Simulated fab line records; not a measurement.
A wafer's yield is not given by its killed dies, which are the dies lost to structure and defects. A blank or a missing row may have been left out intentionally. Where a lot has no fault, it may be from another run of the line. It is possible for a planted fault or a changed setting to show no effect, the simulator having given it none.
What tool caused it? / flow nand-harc / 33 wafers from 11 lots sampled at 7 of the route's 1159 steps

## WHAT THE GAUGES READ, wafer by wafer
NHARC_A_M0_CD_MEAS_09: the cd target is 80 nm.
lot=L305; measured=day 18 03:37; on=cd-sem-03; cd-nm (nm)=79.1 79.2 78.4
lot=L308; measured=day 18 04:49; on=cd-sem-02; cd-nm (nm)=80.2 79.1 79.4
lot=L303; measured=day 18 14:48; on=cd-sem-03; cd-nm (nm)=78.8 78.9 80.2
lot=L306; measured=day 18 14:58; on=cd-sem-03; cd-nm (nm)=78.9 79.4 79.9
lot=L309; measured=day 18 22:44; on=cd-sem-03; cd-nm (nm)=79.3 79.6 77.8
lot=L314; measured=day 20 07:47; on=cd-sem-01; cd-nm (nm)=85.8 85.5 84.3
lot=L316; measured=day 20 23:42; on=cd-sem-02; cd-nm (nm)=85.2 84.4 85.1
lot=L323; measured=day 22 06:51; on=cd-sem-01; cd-nm (nm)=79.1 79.7 80.2
lot=L322; measured=day 22 07:17; on=cd-sem-02; cd-nm (nm)=78.1 79.4 78.6
lot=L324; measured=day 22 22:59; on=cd-sem-03; cd-nm (nm)=80.3 81.7 80.3
lot=L325; measured=day 23 01:54; on=cd-sem-02; cd-nm (nm)=80.9 80.1 80.0

NHARC_A_M0_OVL_MEAS_10: pitch 160 nm.
lot=L305; measured=day 18 03:42; on=overlay-02; overlay-x-nm (nm)=0.2 0.3 0.2; overlay-y-nm (nm)=0.9 1.6 0.9
lot=L308; measured=day 18 04:54; on=overlay-01; overlay-x-nm (nm)=1.2 0.5 0.7; overlay-y-nm (nm)=0.8 0.3 0.8
lot=L303; measured=day 18 14:53; on=overlay-01; overlay-x-nm (nm)=-0.3 -0.1 0.2; overlay-y-nm (nm)=0.3 0.4 0.6
lot=L306; measured=day 18 15:03; on=overlay-01; overlay-x-nm (nm)=-0.8 -0.2 -0.6; overlay-y-nm (nm)=0.5 1.5 0.9
lot=L309; measured=day 18 22:49; on=overlay-01; overlay-x-nm (nm)=-0.1 0.0 -0.5; overlay-y-nm (nm)=-1.7 -1.7 -1.6
lot=L314; measured=day 20 07:52; on=overlay-01; overlay-x-nm (nm)=0.7 0.2 0.8; overlay-y-nm (nm)=0.6 1.4 1.0
lot=L316; measured=day 20 23:47; on=overlay-02; overlay-x-nm (nm)=-0.8 -0.3 -0.2; overlay-y-nm (nm)=1.2 1.0 1.2
lot=L323; measured=day 22 06:56; on=overlay-02; overlay-x-nm (nm)=1.2 1.8 0.9; overlay-y-nm (nm)=0.3 -0.1 0.4
lot=L322; measured=day 22 07:23; on=overlay-02; overlay-x-nm (nm)=-0.2 -0.9 -0.5; overlay-y-nm (nm)=-0.1 0.1 -0.2
lot=L324; measured=day 22 23:04; on=overlay-02; overlay-x-nm (nm)=-0.4 -0.7 -0.8; overlay-y-nm (nm)=-0.9 -1.1 -1.1
lot=L325; measured=day 23 02:00; on=overlay-02; overlay-x-nm (nm)=0.3 0.8 0.3; overlay-y-nm (nm)=0.6 0.8 0.9

NHARC_A_M0_CD_MEAS_16.
lot=L305; measured=day 18 04:06; on=cd-sem-02; cd-nm (nm)=79.2 78.5 78.8
lot=L308; measured=day 18 05:18; on=cd-sem-03; cd-nm (nm)=80.8 77.8 78.4
lot=L303; measured=day 18 15:20; on=cd-sem-01; cd-nm (nm)=78.3 79.2 79.6
lot=L306; measured=day 18 15:27; on=cd-sem-03; cd-nm (nm)=78.5 78.9 79.6
lot=L309; measured=day 18 23:13; on=cd-sem-02; cd-nm (nm)=78.5 78.0 77.4
lot=L314; measured=day 20 08:46; on=cd-sem-03; cd-nm (nm)=84.7 86.6 85.2
lot=L316; measured=day 21 00:13; on=cd-sem-03; cd-nm (nm)=85.9 84.4 86.9
lot=L323; measured=day 22 07:20; on=cd-sem-03; cd-nm (nm)=79.3 79.9 80.5
lot=L322; measured=day 22 07:47; on=cd-sem-01; cd-nm (nm)=79.8 79.4 79.2
lot=L324; measured=day 22 23:28; on=cd-sem-01; cd-nm (nm)=79.9 82.0 79.8
lot=L325; measured=day 23 02:25; on=cd-sem-01; cd-nm (nm)=81.2 79.9 79.2

NHARC_END_SORT_01.
lot=L314; measured=day 22 01:41; on=prober-01; defect-limited-yield (%)=92.8; killed-at-array=47; killed-at-other=2; killed-at-periphery=0; killed-dies=49; killed-open=1; killed-short=1; sort_bin_2_pct (%)=2.4; sort_bin_3_pct (%)=0.44; sort_bin_4_pct (%)=4.4; sort-n-pass=628; sort-rim-yield-pct (%)=88; sort-yield-pct (%)=92.8
lot=L316; measured=day 23 00:16; on=prober-01; defect-limited-yield (%)=94.2; killed-at-array=33; killed-at-other=0; killed-at-periphery=6; killed-dies=39; killed-open=8; killed-short=4; sort_bin_2_pct (%)=2.4; sort_bin_3_pct (%)=0.74; sort_bin_4_pct (%)=2.7; sort-n-pass=638; sort-rim-yield-pct (%)=91; sort-yield-pct (%)=94.2

## TOOL THAT RAN EACH LOT (tool first, then ch and the chambers of the sampled wafers, then the start)
lot=L305; NHARC_A_BLC_STRIP_29=rie-diel-02 ch 0,2,3, day 17 21:25; NHARC_A_BLC_PVD_32=pvd-sputter-02, day 18 03:32 or earlier; NHARC_A_M0_PEB_07=litho-track-06 ch 0, day 18 03:32
lot=L308; NHARC_A_BLC_STRIP_29=rie-diel-02 ch 0,2,3, day 17 22:08; NHARC_A_BLC_PVD_32=pvd-sputter-02, day 18 04:44 or earlier; NHARC_A_M0_PEB_07=litho-track-06 ch 0, day 18 04:44
lot=L303; NHARC_A_BLC_STRIP_29=rie-diel-02 ch 0,1, day 18 05:28; NHARC_A_BLC_PVD_32=pvd-sputter-01, day 18 14:43 or earlier; NHARC_A_M0_PEB_07=litho-track-06 ch 0, day 18 14:43
lot=L306; NHARC_A_BLC_STRIP_29=rie-diel-02 ch 1,2,3, day 18 06:40; NHARC_A_BLC_PVD_32=pvd-sputter-03, day 18 14:53 or earlier; NHARC_A_M0_PEB_07=litho-track-01 ch 0, day 18 14:53
lot=L309; NHARC_A_BLC_STRIP_29=rie-diel-02 ch 1,2,3, day 18 16:31; NHARC_A_BLC_PVD_32=pvd-sputter-01, day 18 22:39 or earlier; NHARC_A_M0_PEB_07=litho-track-06 ch 0, day 18 22:39
lot=L314; NHARC_A_BLC_STRIP_29=rie-diel-02 ch 1,2,3, day 20 03:23; NHARC_A_BLC_PVD_32=pvd-sputter-02, day 20 07:42 or earlier; NHARC_A_M0_PEB_07=litho-track-06 ch 0, day 20 07:42
lot=L316; NHARC_A_BLC_STRIP_29=rie-diel-02 ch 0,2, day 20 20:43; NHARC_A_BLC_PVD_32=pvd-sputter-03, day 20 23:37 or earlier; NHARC_A_M0_PEB_07=litho-track-06 ch 0, day 20 23:37
lot=L323; NHARC_A_BLC_STRIP_29=rie-diel-13 ch 0,2,3, day 22 03:41; NHARC_A_BLC_PVD_32=pvd-sputter-02, day 22 06:46 or earlier; NHARC_A_M0_PEB_07=litho-track-01 ch 0, day 22 06:46
lot=L322; NHARC_A_BLC_STRIP_29=rie-diel-04 ch 0,3, day 22 04:35; NHARC_A_BLC_PVD_32=pvd-sputter-02, day 22 07:13 or earlier; NHARC_A_M0_PEB_07=litho-track-01 ch 0, day 22 07:13
lot=L324; NHARC_A_BLC_STRIP_29=rie-diel-02 ch 0,2,3, day 22 19:22; NHARC_A_BLC_PVD_32=pvd-sputter-02, day 22 22:54 or earlier; NHARC_A_M0_PEB_07=litho-track-04 ch 0, day 22 22:54
lot=L325; NHARC_A_BLC_STRIP_29=rie-diel-04 ch 0,1, day 22 22:58; NHARC_A_BLC_PVD_32=pvd-sputter-03, day 23 01:49 or earlier; NHARC_A_M0_PEB_07=litho-track-04 ch 0, day 23 01:49
- NHARC_A_BLC_STRIP_29: strips in CF4.
- NHARC_A_BLC_PVD_32: deposits Ti, target thk 5 nm, time 17.7 s.
- NHARC_A_M0_PEB_07: peb time 65 s.

## WHAT THE TOOLS THEMSELVES READ (means of the sampled wafers that have a number; where no wafer has one, the mark that the record gives instead)
NHARC_A_BLC_STRIP_29.
lot=L305; tool=rie-diel-02; drypump-motor-current-A (A)=5.9; oes-product-au (a.u.)=0.999; rf-vpp-V (V)=59.1; showerhead-plenum-p-Torr (Torr)=1.75; throttle-valve-pct (%)=13.287
lot=L308; tool=rie-diel-02; drypump-motor-current-A (A)=5.8; oes-product-au (a.u.)=1.001; rf-vpp-V (V)=59.7; showerhead-plenum-p-Torr (Torr)=1.75; throttle-valve-pct (%)=13.281
lot=L303; tool=rie-diel-02; drypump-motor-current-A (A)=5.8; oes-product-au (a.u.)=1.009; rf-vpp-V (V)=59.2; showerhead-plenum-p-Torr (Torr)=1.70; throttle-valve-pct (%)=13.281
lot=L306; tool=rie-diel-02; drypump-motor-current-A (A)=6.0; oes-product-au (a.u.)=1.012; rf-vpp-V (V)=58.7; showerhead-plenum-p-Torr (Torr)=1.75; throttle-valve-pct (%)=13.280
lot=L309; tool=rie-diel-02; drypump-motor-current-A (A)=6.0; oes-product-au (a.u.)=1.016; rf-vpp-V (V)=59.5; showerhead-plenum-p-Torr (Torr)=1.75; throttle-valve-pct (%)=13.290
lot=L314; tool=rie-diel-02; drypump-motor-current-A (A)=6.0; oes-product-au (a.u.)=1.014; rf-vpp-V (V)=58.3; showerhead-plenum-p-Torr (Torr)=1.75; throttle-valve-pct (%)=13.285
lot=L316; tool=rie-diel-02; drypump-motor-current-A (A)=6.0; oes-product-au (a.u.)=1.015; rf-vpp-V (V)=58.8; showerhead-plenum-p-Torr (Torr)=1.70; throttle-valve-pct (%)=13.279
lot=L323; tool=rie-diel-13; drypump-motor-current-A (A)=5.8; oes-product-au (a.u.)=0.999; rf-vpp-V (V)=59.0; showerhead-plenum-p-Torr (Torr)=1.78; throttle-valve-pct (%)=13.290
lot=L322; tool=rie-diel-04; drypump-motor-current-A (A)=5.6; oes-product-au (a.u.)=1.016; rf-vpp-V (V)=58.4; showerhead-plenum-p-Torr (Torr)=1.67; throttle-valve-pct (%)=13.287
lot=L324; tool=rie-diel-02; drypump-motor-current-A (A)=5.9; oes-product-au (a.u.)=0.992; rf-vpp-V (V)=59.3; showerhead-plenum-p-Torr (Torr)=1.75; throttle-valve-pct (%)=13.288
lot=L325; tool=rie-diel-04; drypump-motor-current-A (A)=5.0; oes-product-au (a.u.)=1.012; rf-vpp-V (V)=59.8; showerhead-plenum-p-Torr (Torr)=1.70; throttle-valve-pct (%)=13.281

NHARC_A_BLC_PVD_32.
lot=L305; tool=pvd-sputter-02; throttle-valve-pct (%)=30.3
lot=L308; tool=pvd-sputter-02; throttle-valve-pct (%)=30.5
lot=L303; tool=pvd-sputter-01; throttle-valve-pct (%)=29.5
lot=L306; tool=pvd-sputter-03; throttle-valve-pct (%)=30.0
lot=L309; tool=pvd-sputter-01; throttle-valve-pct (%)=28.9
lot=L314; tool=pvd-sputter-02; throttle-valve-pct (%)=29.9
lot=L316; tool=pvd-sputter-03; throttle-valve-pct (%)=30.1
lot=L323; tool=pvd-sputter-02; throttle-valve-pct (%)=30.7
lot=L322; tool=pvd-sputter-02; throttle-valve-pct (%)=30.5
lot=L324; tool=pvd-sputter-02; throttle-valve-pct (%)=29.8
lot=L325; tool=pvd-sputter-03; throttle-valve-pct (%)=29.7

NHARC_A_M0_PEB_07.
lot=L305; tool=litho-track-06; chill-plate-temp-C (C)=23.06; resist-line-temp-C (C)=22.80
lot=L308; tool=litho-track-06; chill-plate-temp-C (C)=23.06; resist-line-temp-C (C)=23.12
lot=L303; tool=litho-track-06; chill-plate-temp-C (C)=22.79; resist-line-temp-C (C)=23.11
lot=L306; tool=litho-track-01; chill-plate-temp-C (C)=22.94; resist-line-temp-C (C)=23.01
lot=L309; tool=litho-track-06; chill-plate-temp-C (C)=23.16; resist-line-temp-C (C)=23.10
lot=L314; tool=litho-track-06; chill-plate-temp-C (C)=22.92; resist-line-temp-C (C)=23.01
lot=L316; tool=litho-track-06; chill-plate-temp-C (C)=22.98; resist-line-temp-C (C)=23.02
lot=L323; tool=litho-track-01; chill-plate-temp-C (C)=22.98; resist-line-temp-C (C)=22.89
lot=L322; tool=litho-track-01; chill-plate-temp-C (C)=23.04; resist-line-temp-C (C)=23.04
lot=L324; tool=litho-track-04; chill-plate-temp-C (C)=23.08; resist-line-temp-C (C)=23.15
lot=L325; tool=litho-track-04; chill-plate-temp-C (C)=23.07; resist-line-temp-C (C)=22.91

## THE ANSWER, worked out from the rows above alone
Rule: what is usual is taken from the lots themselves. Put in order of their means at a reading, lots are off if they are a third of the lots or fewer, leave a main group of 4 or more, and stand apart from it by a gap of 3 or more times the standard deviation of the main group's means; of several such gaps the widest counts. The tables above print the reading to a certain number of digits; a main group whose means all agree to those digits is not used. Also off: a lot with no number at a reading for which 4 or more lots have one. Any other lot the step has rows for is counted as sound. The gauges are gone through in route order, then the tools' own readings, and for those a lot's mean is taken as printed above. The first step at which some lot is off is used, and at that step the reading that is off furthest; a lot without a number counts as furthest.
Off, at NHARC_A_M0_CD_MEAS_09 on cd-nm: L314, L316. Main group: mean 79.5 nm, sd 0.64.
A tool fits if, at a process step before that reading, it ran every lot that is off, and no sound lot after the first of them. The gauges at NHARC_A_M0_CD_MEAS_09 aren't tried: what is off there is off at NHARC_A_M0_CD_MEAS_16 too, on other tools, and a gauge's error can't cause that. With no start given for some of its lots, NHARC_A_BLC_PVD_32 uses the hours and lot order of NHARC_A_M0_PEB_07. One fits: litho-track-06 at NHARC_A_M0_PEB_07. A fault onset in the window from L309 (day 18 22:39, its last sound lot) to L314 (day 20 07:42, its first lot off) fits.

## WHAT THE SIMULATOR PUT IN
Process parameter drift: litho-track-06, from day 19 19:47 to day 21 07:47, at NHARC_A_M0_PEB_07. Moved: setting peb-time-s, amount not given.
Lots struck among those shown: L314, L316. The rule given above showed the same thing.
